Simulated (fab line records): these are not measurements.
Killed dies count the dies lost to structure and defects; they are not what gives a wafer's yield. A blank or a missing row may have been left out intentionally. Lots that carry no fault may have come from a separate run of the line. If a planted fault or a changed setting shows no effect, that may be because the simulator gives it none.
Matching of chambers + flow n5-finfet + N5_BEOL_M14_DESCUM_15 on rie-diel-02 has 4 sister chambers
The step chemistry O2, time 7.9 s. 4 wafers are shown with their chamber, then 9 later ones without.

## WAFERS PAIRED WITH THEIR CHAMBERS
| wafer  | chamber | drypump-motor-current-A (A) |
|--------|---------|-----------------------------|
| L087.3 | 0       | 5.8                         |
| L087.5 | 1       | 5.3                         |
| L093.4 | 3       | 5.7                         |
| L093.6 | 2       | 6.2                         |

## WAFERS MISSING THEIR CHAMBER
| wafer  | drypump-motor-current-A (A) |
|--------|-----------------------------|
| L091.3 | 5.7                         |
| L091.5 | 5.7                         |
| L091.6 | 6.2                         |
| L097.1 | 5.7                         |
| L097.3 | 6.2                         |
| L097.6 | 6.2                         |
| L096.1 | 5.2                         |
| L096.4 | 5.7                         |
| L096.5 | 5.8                         |

## CHAMBER TAKEN BY EACH
| wafer  | from the rows above | in truth |
|--------|---------------------|----------|
| L091.3 | 3                   | 3        |
| L091.5 | 3                   | 3        |
| L091.6 | 2                   | 2        |
| L097.1 | 3                   | 3        |
| L097.3 | 2                   | 2        |
| L097.6 | 2                   | 2        |
| L096.1 | 1                   | 1        |
| L096.4 | 3                   | 3        |
| L096.5 | 0                   | 0        |
Placed correctly: 9 of 9. From these rows, 0 cannot be placed. Placed wrongly: 0.
How it was worked out, from the rows above alone: a wafer's distance from a chamber is the root of the sum, over the readings, of the square of ((its reading less the chamber's mean) divided by the reading's scatter). The wafer belongs to the nearest chamber; if the next one is less than 2 further off, it can't be placed. For every chamber, the mean is computed from those of its wafers that are shown. The scatter (one wafer shown for each chamber): square how far every hidden wafer sits from the nearest shown wafer, average those squares and take the square root.
